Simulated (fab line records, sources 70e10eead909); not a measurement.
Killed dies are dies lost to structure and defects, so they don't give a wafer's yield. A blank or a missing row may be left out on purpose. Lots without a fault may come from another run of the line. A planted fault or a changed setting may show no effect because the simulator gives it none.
A struck lot beside a sound one | flow nand_harc | 14 steps out of a route of 1302
Sound: wafers L871.1, L871.2, L871.3. Struck: wafer L880.5. (L880.4, L880.6 of the same lot were not struck and are left out.) The cause comes at the end.
At each step with rows: each side's tool, then ch and its chambers, then its first start. Under that, the readings that differ: sound wafers | struck wafers | difference of the means | sigmas: that difference in standard deviations of wafers without a fault.
alike: readings whose means differ by less than 2 such deviations, and words and numbers that are the same on both sides. not compared: withheld readings, readings that some wafer has no value for, bounds like >300 that may hide the same value, and numbers for which the record gives no deviation and whose values overlap.
The two part at a step that has a row with sigmas, a row that says differs or no value, or rows on one side only. Numbers that don't overlap but have no deviation are shown without sigmas and don't part them. A reading that every wafer of one side lacks parts them only if that side has two wafers or more.

NHARC_A_STAIRCASE_DESCUM_270: chemistry O2, time 3 s.
  sound on rie_diel-07 ch 0,1,2, day 18 15:43; struck on rie_diel-04 ch 2, day 22 12:06
  alike: chamber_pressure_mTorr, drypump_motor_current_A, mfc_ar_sccm, o2_flow_sccm, oes_product_au, rf_vpp_V, showerhead_plenum_p_Torr, throttle_valve_pct
  not compared: rf_hours_counter_h
then, 1 step without rows for these wafers: NHARC_A_STAIRCASE_ETCH_271 (etches the open film in CF4/CHF3).
NHARC_A_STAIRCASE_HM_OPEN_457: chemistry O2/COS.
  sound on rie_diel-07 ch 0,1,2; struck on rie_diel-04 ch 0
  reading                     | sound       | struck | difference | sigmas
  drypump_motor_current_A (A) | 5.7 5.9 6.5 | 4.6    | -1.4       | -3
  alike: chamber_pressure_mTorr, mfc_ar_sccm, o2_flow_sccm, oes_product_au, rf_vpp_V, showerhead_plenum_p_Torr, throttle_valve_pct
  not compared: rf_hours_counter_h
then, 1 step without rows for these wafers: NHARC_A_STAIRCASE_STRIP_458 (strips in O2/COS).
NHARC_A_STAIRCASE_ETCH_451: etches the open film in CF4/O2, target depth 30 nm, overetch 3 nm, time 16.5 s.
  sound on rie_diel-07 ch 0,1,2; struck on rie_diel-04 ch 1
  reading                     | sound             | struck | difference | sigmas
  drypump_motor_current_A (A) | 5.7 6.5 5.9       | 4.9    | -1.1       | -2
  o2_flow_sccm (sccm)         | 20.01 19.97 19.97 | 19.84  | -0.14      | -2
  alike: chamber_pressure_mTorr, mfc_ar_sccm, oes_product_au, rf_vpp_V, showerhead_plenum_p_Torr, throttle_valve_pct
  not compared: rf_hours_counter_h
NHARC_A_STAIRCASE_ETCH_273: etches the open film in C4F8/O2/Ar, target depth 10200 nm, time 2468.6 s.
  sound on rie_diel-07 ch 0,1,2; struck on rie_diel-04 ch 3
  reading                        | sound                | struck | difference | sigmas
  chamber_pressure_mTorr (mTorr) | 24.953 24.957 25.002 | 25.032 | +0.061     | +3
  alike: oes_product_au, rf_vpp_V
  not compared: rf_hours_counter_h
then, 4 steps without rows for these wafers: NHARC_A_STAIRCASE_STRIP_274 (strips in O2); NHARC_A_STAIRCASE_STRIP_275 (strips in SPM, time 900 s); NHARC_A_STAIRCASE_PRECLEAN_276 (cleans in SC1); NHARC_A_STAIRCASE_SRD_277.
NHARC_A_STAIRCASE_HM_DEP_459: deposits aC, target thk 1500 nm.
  sound on acl_dep-03 ch 0, day 18 20:51; struck on acl_dep-02 ch 0, day 22 17:22
  alike: throttle_valve_pct
NHARC_A_STAIRCASE_DEP_280: deposits SiON, target thk 30 nm.
  sound on pecvd-04 ch 0,1,2, day 18 22:41; struck on pecvd-04 ch 0, day 22 18:24
  reading              | sound             | struck | difference | sigmas
  rf_fwd_power_W (W)   | 349.9 348.4 349.7 | 207.1  | -142.2     | -99 or more
  showerhead_vpp_V (V) | 1137 1211 1174    | 908    | -266       | -3
  alike: chamber_pressure_Torr, heater_power_w
then, 2 steps without rows for these wafers: NHARC_A_STAIRCASE_DEHYDRATE_281 (time 120 s); NHARC_END_SORT_01.

WHERE THEY PART
First at NHARC_A_STAIRCASE_HM_OPEN_457; last, within this record, at NHARC_A_STAIRCASE_DEP_280.

WHY: what the simulator had put in
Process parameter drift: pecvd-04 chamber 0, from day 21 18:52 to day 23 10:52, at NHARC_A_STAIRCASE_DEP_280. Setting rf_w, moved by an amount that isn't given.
